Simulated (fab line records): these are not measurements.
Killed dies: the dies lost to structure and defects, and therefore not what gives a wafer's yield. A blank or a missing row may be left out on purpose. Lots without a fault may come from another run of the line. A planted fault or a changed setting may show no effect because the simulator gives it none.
A lot that was struck, set against a sound lot | flow n5Finfet | 38 out of 1938 route steps
Sound: wafers L515.2, L515.3, L515.5. Struck: wafer L523.4 (L523.5, L523.6, from the same lot, were not struck and are left out); the cause is given at the end.
At each step with rows: each side's tool, then ch and its chambers, then its first start. Under that, the readings that differ: sound wafers | struck wafers | difference of the means | sigmas: that difference in standard deviations of wafers without a fault.
alike: readings whose means differ by less than 2 such deviations, and words and numbers that are the same on both sides. not compared: withheld readings, readings that some wafer has no value for, bounds like >300 that may hide the same value, and numbers for which the record gives no deviation and whose values overlap.
The two part at a step that has a row with sigmas, a row that says differs or no value, or rows on one side only. When numbers do not overlap yet have no deviation, they are printed without sigmas and do not part them. A reading missing from all wafers of one side parts the sides only when that side holds two or more wafers.

first, 9 steps without rows for these wafers: N5_MOL_CONTACT_COAG_SRD_128 (dry time 32 s); N5_MOL_CONTACT_COAG_CMP_52 (polishes, stops on SiO2, t overpolish 1.5 s, target thk 66.5 nm); N5_MOL_CONTACT_COAG_ANNEAL_112 (time 1800 s); N5_BEOL_M0_SAQP_PECVD_00 (deposits SiCN from 3MS/NH3, target thk 8 nm, time 14 s); N5_BEOL_M0_SAQP_ILD_DEP_01 (deposits SiOC from DEMS/O2, target thk 45.419 nm, time 8.7 s); N5_BEOL_M0_SAQP_HM_DEP_02 (deposits TiN, target thk 12 nm); N5_BEOL_M0_SAQP_PECVD_03 (deposits SiCN from 3MS/NH3, target thk 12 nm, time 21.1 s); N5_BEOL_M0_SAQP_PECVD_96 (deposits a-Si from SiH4/He, target thk 45 nm, time 45.2 s); N5_BEOL_M0_SAQP_PECVD_97 (deposits SiNx from SiH4/NH3/N2, target thk 23 nm, time 19.9 s).
N5_BEOL_M0_SAQP_PECVD_04: deposits a-Si from SiH4/He, target thk 60 nm, time 60.2 s.
  sound on pecvd-03 ch 1,2, day 6 02:31; struck on pecvd-03 ch 1, day 8 01:03
  alike: chamberPressureTorr, heaterPowerW, showerheadPlenumPTorr, throttleValvePct
then, 24 steps without rows for these wafers: N5_BEOL_M0_SAQP_HM_DEP_111 (deposits SiO2 from SiH4/N2O, target thk 12 nm, time 7.2 s); N5_BEOL_M0_SAQP_COAT_81 (time 60 s, resist thk 100 nm); N5_BEOL_M0_SAQP_COAT_82 (time 60 s, resist thk 30 nm); N5_BEOL_M0_SAQP_COAT_08 (resist thk 90 nm); N5_BEOL_M0_SAQP_EBR_10; N5_BEOL_M0_SAQP_SOFTBAKE_09 (time 60 s); N5_BEOL_M0_SAQP_EXPOSE_11 (exposes mask M0 CORE, target cd 42 nm); N5_BEOL_M0_SAQP_PEB_12 (peb time 60 s); N5_BEOL_M0_SAQP_DEVELOP_13 (develop time 30 s); N5_BEOL_M0_SAQP_DESCUM_19 (chemistry O2, time 7.9 s); N5_BEOL_M0_SAQP_ETCH_83 (etches SiARC in CF4, target depth 39 nm, time 65 s); N5_BEOL_M0_SAQP_ETCH_84 (etches SOC in N2/H2, target depth 100 nm, overetch 20 nm, time 150 s); N5_BEOL_M0_SAQP_STRIP_80 (strips in N2/H2); N5_BEOL_M0_SAQP_HM_OPEN_112 (chemistry CHF3/O2, target SiO2, stops on a-Si, target depth 12 nm, time 13.5 s); N5_BEOL_M0_SAQP_STRIP_113 (strips in CHF3/O2); N5_BEOL_M0_SAQP_MANDREL_ETCH_20 (etches a-Si in HBr/Cl2, stops on SiNx, target depth 60 nm, bt time 10 s, time 30 s); N5_BEOL_M0_SAQP_STRIP_86 (strips in N2/H2); N5_BEOL_M0_SAQP_STRIP_115 (strips in post etch residue remover, time 60 s); N5_BEOL_M0_SAQP_SRD_93 (time 30 s); N5_BEOL_M0_SAQP_RECESS_114 (chemistry HF/NH3, target SiO2, target depth 14.4 nm, afs cycles 3, sublimation time 60 s); N5_BEOL_M0_SAQP_SPACER1_ALD_98 (deposits SiO2, target thk 12.8 nm, pulse time 1 s, purge time 2 s); N5_BEOL_M0_SAQP_SPACER1_ETCHBACK_99 (etches SiO2 in CHF3/O2, target depth 15.4 nm, time 7.7 s); N5_BEOL_M0_SAQP_MANDREL1_REMOVE_100 (chemistry HBr/Cl2/O2, target a-Si, stops on SiNx, bt time 10 s); N5_BEOL_M0_SAQP_ETCH_101 (etches SiNx in CH3F/O2, target depth 29.9 nm, time 42.7 s).
N5_BEOL_M0_SAQP_INSPECT_42: inspects for defects (brightfield).
  sound on defectInspect-01 at day 6 07:20; struck on defectInspect-01 at day 8 05:37
reading        | sound       | struck | difference | sigmas
rawDefectCount | 388 227 331 | 751    | +436       | +6
N5_BEOL_M0_CUTY_INSPECT_59: inspects for defects (macro).
  sound on defectInspect-02 at day 6 08:43; struck on defectInspect-02 at day 8 07:01
reading        | sound | struck | difference | sigmas
rawDefectCount | 4 3 3 | >300   | differs    | 
-- record jumps: 3 days separate the struck wafers' starts on either side; left off in module BEOL_M0_CUTY, taken up again in module BEOL_M4, whose first shown step is the route's number 1111 --
N5_BEOL_M4_RC_MEAS_101:
  sound on prober-02 ch 0, day 9 00:11; struck on prober-02 ch 0, day 11 01:34
reading   | sound       | struck | difference | sigmas
VT_N (mV) | 242 248 248 | 253    | +7         | +2
  alike: DIBL_N, DIBL_P, IOFF_N, IOFF_P, ION_N, ION_P, SS_N, SS_P, VT_P
-- the record jumps here: 4 days lie between the struck wafers' starts before and after (it left off in module BEOL_M4 and takes up again in module PASSIVATION, whose first step shown is number 1936 of the route) --
N5_PASSIVATION_PROBE_49:
  record: rows for the struck wafers here (prober-02, day 15 11:57), none for the sound ones

WHERE THEY PART
First at N5_BEOL_M0_SAQP_INSPECT_42; last, within this record, at N5_PASSIVATION_PROBE_49.

WHY: what the simulator had put in
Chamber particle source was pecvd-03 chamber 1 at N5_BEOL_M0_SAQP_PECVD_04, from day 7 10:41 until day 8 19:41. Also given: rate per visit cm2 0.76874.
